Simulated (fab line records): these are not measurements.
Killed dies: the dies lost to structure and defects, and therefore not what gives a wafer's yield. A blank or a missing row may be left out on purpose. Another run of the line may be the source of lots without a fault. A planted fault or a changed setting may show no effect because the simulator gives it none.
Which of the tools did it? + flow n5 finfet + 27 wafers from 9 lots sampled at 6 of the route's 1938 steps

## WHAT EACH GAUGE READ, for each wafer
N5_BEOL_M2_CD_MEAS_11 targets a cd of 16.79 nm.
| lot  | measured     | on        | cd nm (nm)        |
|------|--------------|-----------|-------------------|
| L354 | day 7 01:35  | cd sem-02 | 17.07 16.91 16.60 |
| L357 | day 7 10:46  | cd sem-03 | 16.71 17.30 16.41 |
| L361 | day 8 12:16  | cd sem-02 | 16.79 16.94 16.69 |
| L362 | day 8 17:23  | cd sem-02 | 17.13 16.76 16.68 |
| L366 | day 9 20:23  | cd sem-01 | 16.84 16.66 17.20 |
| L368 | day 10 01:43 | cd sem-02 | 17.00 17.10 17.14 |
| L371 | day 10 23:31 | cd sem-02 | 16.44 16.46 16.64 |
| L376 | day 12 11:17 | cd sem-03 | 16.70 16.61 16.55 |
| L375 | day 12 12:11 | cd sem-01 | 16.71 16.94 16.71 |

N5_BEOL_M2_CD_MEAS_28: target cd 26.2 nm, target cd y 24.1 nm.
| lot  | measured     | on        | cd nm (nm)        |
|------|--------------|-----------|-------------------|
| L354 | day 7 02:28  | cd sem-02 | 26.44 26.14 26.40 |
| L357 | day 7 11:40  | cd sem-03 | 26.51 26.20 26.18 |
| L361 | day 8 13:20  | cd sem-03 | 26.60 26.55 26.21 |
| L362 | day 8 18:22  | cd sem-01 | 26.00 26.11 25.80 |
| L366 | day 9 21:48  | cd sem-02 | 23.55 26.31 23.42 |
| L368 | day 10 02:52 | cd sem-02 | 22.52 22.83 26.26 |
| L371 | day 11 00:23 | cd sem-03 | 26.15 25.90 26.53 |
| L376 | day 12 12:22 | cd sem-01 | 26.12 26.48 25.89 |
| L375 | day 12 14:23 | cd sem-01 | 26.38 25.99 25.94 |

N5_BEOL_M4_RC_MEAS_101.
| lot  | measured     | on        | DIBL_N (mV/V)  | DIBL_P (mV/V)  | IOFF_N (nA/um) | IOFF_P (nA/um) | ION_N (uA/um) | ION_P (uA/um) | SS_N (mV/dec)  | SS_P (mV/dec)  | VT_N (mV)   | VT_P (mV)      |
|------|--------------|-----------|----------------|----------------|----------------|----------------|---------------|---------------|----------------|----------------|-------------|----------------|
| L354 | day 8 03:02  | prober-02 | 39.0 37.3 38.0 | 40.0 39.0 39.8 | 0.23 0.19 0.19 | 0.25 0.22 0.24 | 693 677 676   | 466 451 458   | 72.3 72.1 71.5 | 74.5 74.1 74.3 | 244 246 248 | -248 -251 -249 |
| L357 | day 8 21:10  | prober-01 | 34.2 38.3 37.9 | 32.2 36.5 36.1 | 0.10 0.18 0.16 | 0.16 0.22 0.21 | 654 671 673   | 450 461 459   | 70.8 71.7 72.9 | 72.2 73.6 73.3 | 257 250 251 | -253 -249 -251 |
| L361 | day 9 20:04  | prober-02 | 37.1 38.8 38.6 | 36.4 38.9 37.4 | 0.16 0.21 0.19 | 0.18 0.21 0.19 | 672 690 672   | 451 458 454   | 71.4 71.8 72.3 | 73.4 74.2 73.7 | 251 243 247 | -255 -251 -252 |
| L362 | day 9 21:56  | prober-01 | 35.5 36.9 35.2 | 37.7 39.4 37.0 | 0.17 0.21 0.16 | 0.23 0.26 0.21 | 672 680 663   | 464 467 460   | 71.2 71.8 72.0 | 73.7 74.4 73.6 | 247 240 249 | -251 -249 -250 |
| L366 | day 11 02:39 | prober-02 | 35.9           | 35.2           | 0.13           | 0.20           | 666           | 456           | 71.5           | 72.8           | 252         | -249           |
| L368 | day 11 08:20 | prober-02 | 37.7           | 35.6           | 0.17           | 0.21           | 662           | 452           | 72.7           | 73.9           | 248         | -250           |
| L371 | day 12 18:20 | prober-02 | 34.3 34.9 35.1 | 35.1 35.1 35.3 | 0.12 0.13 0.13 | 0.18 0.18 0.19 | 663 658 661   | 460 455 461   | 70.5 70.7 71.6 | 72.7 72.0 73.0 | 253 251 254 | -251 -254 -252 |
| L376 | day 13 20:07 | prober-01 | 35.2 35.2 35.2 | 34.2 34.8 34.8 | 0.14 0.14 0.14 | 0.21 0.22 0.22 | 664 677 667   | 461 471 464   | 71.9 72.0 71.6 | 72.5 72.5 72.4 | 250 251 250 | -246 -248 -246 |
| L375 | day 14 01:58 | prober-02 | 36.0 36.1 35.2 | 37.2 37.1 37.1 | 0.16 0.16 0.15 | 0.20 0.21 0.21 | 664 664 675   | 458 455 465   | 71.9 71.8 71.7 | 73.5 73.3 73.1 | 247 251 250 | -250 -250 -249 |

## TOOL THAT RAN EACH LOT (tool first, then ch and the chambers of the sampled wafers, then the start)
| lot  | N5_BEOL_M2_EXPOSE_25              | N5_BEOL_M2_ALD_98                 | N5_BEOL_M2_ETCHBACK_99             |
|------|-----------------------------------|-----------------------------------|------------------------------------|
| L354 | euv scanner-01 ch 0, day 7 02:19  | ald sin-01 ch 0,1,2, day 7 02:53  | rie diel-03 ch 1,2,3, day 7 04:26  |
| L357 | euv scanner-01 ch 0, day 7 11:32  | ald sin-04 ch 0,1, day 7 12:46    | rie diel-04 ch 1,3, day 7 12:56    |
| L361 | euv scanner-02 ch 0, day 8 13:11  | ald sin-01 ch 1,2,3, day 8 14:41  | rie diel-03 ch 0,1,3, day 8 19:54  |
| L362 | euv scanner-02 ch 0, day 8 18:13  | ald sin-01 ch 1,3, day 8 19:06    | rie diel-03 ch 2,3, day 8 22:37    |
| L366 | euv scanner-02 ch 0, day 9 21:39  | ald sin-04 ch 1,2, day 9 23:11    | rie diel-03 ch 2,3, day 10 01:10   |
| L368 | euv scanner-02 ch 0, day 10 02:43 | ald sin-02 ch 0,1,2, day 10 03:07 | rie diel-05 ch 0,1, day 10 04:19   |
| L371 | euv scanner-01 ch 0, day 11 00:15 | ald sin-01 ch 0,2, day 11 00:38   | rie diel-05 ch 1,2,3, day 11 06:18 |
| L376 | euv scanner-01 ch 0, day 12 12:13 | ald sin-01 ch 1,2,3, day 12 12:40 | rie diel-04 ch 0,1,3, day 12 13:53 |
| L375 | euv scanner-01 ch 0, day 12 14:14 | ald sin-02 ch 0,1,3, day 12 14:49 | rie diel-03 ch 0,1,2, day 12 18:39 |
- N5_BEOL_M2_EXPOSE_25: exposes mask V1, defocus 5 nm.
- N5_BEOL_M2_ALD_98: deposits SiO2, target thk 2.5 nm, pulse time 1 s, co reactant pulse time 1 s.
- N5_BEOL_M2_ETCHBACK_99: etches SiO2 in CHF3, target depth 5 nm, time 10.4 s.

## WHAT THE TOOLS THEMSELVES READ (means of the sampled wafers that have a number; where no wafer has one, the mark that the record gives instead)
N5_BEOL_M2_ALD_98.
| lot  | tool       | heater power w (W) | precursor pulse height rel |
|------|------------|--------------------|----------------------------|
| L354 | ald sin-01 | 75                 | 0.998                      |
| L357 | ald sin-04 | 80                 | 0.994                      |
| L361 | ald sin-01 | 84                 | 0.999                      |
| L362 | ald sin-01 | 93                 | 0.991                      |
| L366 | ald sin-04 | 79                 | 0.994                      |
| L368 | ald sin-02 | 78                 | 1.019                      |
| L371 | ald sin-01 | 71                 | 1.012                      |
| L376 | ald sin-01 | 83                 | 1.002                      |
| L375 | ald sin-02 | 75                 | 0.996                      |

N5_BEOL_M2_ETCHBACK_99.
| lot  | tool        | CHF3_flow_sccm (sccm) | drypump motor current A (A) | oes product au (a.u.) | rf fwd power W (W) | rf vpp V (V) | showerhead plenum p Torr (Torr) | throttle valve pct (%) |
|------|-------------|-----------------------|-----------------------------|-----------------------|--------------------|--------------|---------------------------------|------------------------|
| L354 | rie diel-03 | 11.99                 | 6.0                         | 0.84                  | 212.0              | 241          | 2.15                            | 17.13                  |
| L357 | rie diel-04 | 12.00                 | 6.1                         | 0.77                  | 212.1              | 245          | 2.13                            | 16.85                  |
| L361 | rie diel-03 | 12.00                 | 5.8                         | 0.82                  | 212.3              | 239          | 2.12                            | 17.01                  |
| L362 | rie diel-03 | 11.97                 | 5.7                         | 0.83                  | 211.9              | 243          | 2.15                            | 17.28                  |
| L366 | rie diel-03 | 11.98                 | 5.6                         | 0.82                  | 212.9              | 243          | 2.15                            | 17.28                  |
| L368 | rie diel-05 | 12.00                 | 5.3                         | 0.69                  | 212.3              | 234          | 2.09                            | 16.94                  |
| L371 | rie diel-05 | 11.98                 | 5.7                         | 0.78                  | 212.4              | 236          | 2.20                            | 16.91                  |
| L376 | rie diel-04 | 12.01                 | 6.2                         | 0.80                  | 212.1              | 243          | 2.16                            | 16.79                  |
| L375 | rie diel-03 | 12.06                 | 6.0                         | 0.83                  | 212.2              | 239          | 2.14                            | 17.10                  |

## THE ANSWER, worked out from the rows above alone
Rule: the usual values come from the lots themselves. Put in order of their means at a reading, lots are off if they are a third of the lots or fewer, leave a main group of 4 or more, and stand apart from it by a gap of 3 or more times the standard deviation of the main group's means; of several such gaps the widest counts. A main group is skipped when, at the precision printed for the reading in the tables above, its means are all equal. Also off: a lot with no number at a reading for which 4 or more lots have one. Where the step has rows for the other lots, those lots are counted as sound. The gauges are gone through in route order, then the tools' own readings, and for those a lot's mean is taken as printed above. At the first step where some lot is off, the reading lying furthest off is the one used; lots without a number count as furthest.
Off at N5_BEOL_M2_CD_MEAS_28 (cd nm): L366, L368. Main group: mean 26.22 nm, sd 0.15.
A tool fits if, at a process step before that reading, it ran every lot that is off, and no sound lot after the first of them. Those tools and the gauges at N5_BEOL_M2_CD_MEAS_28 are tried in the same way. This does not decide it: 2 tools fit, namely euv scanner-02 at N5_BEOL_M2_EXPOSE_25 and cd sem-02 at N5_BEOL_M2_CD_MEAS_28.

## WHAT THE SIMULATOR PUT IN
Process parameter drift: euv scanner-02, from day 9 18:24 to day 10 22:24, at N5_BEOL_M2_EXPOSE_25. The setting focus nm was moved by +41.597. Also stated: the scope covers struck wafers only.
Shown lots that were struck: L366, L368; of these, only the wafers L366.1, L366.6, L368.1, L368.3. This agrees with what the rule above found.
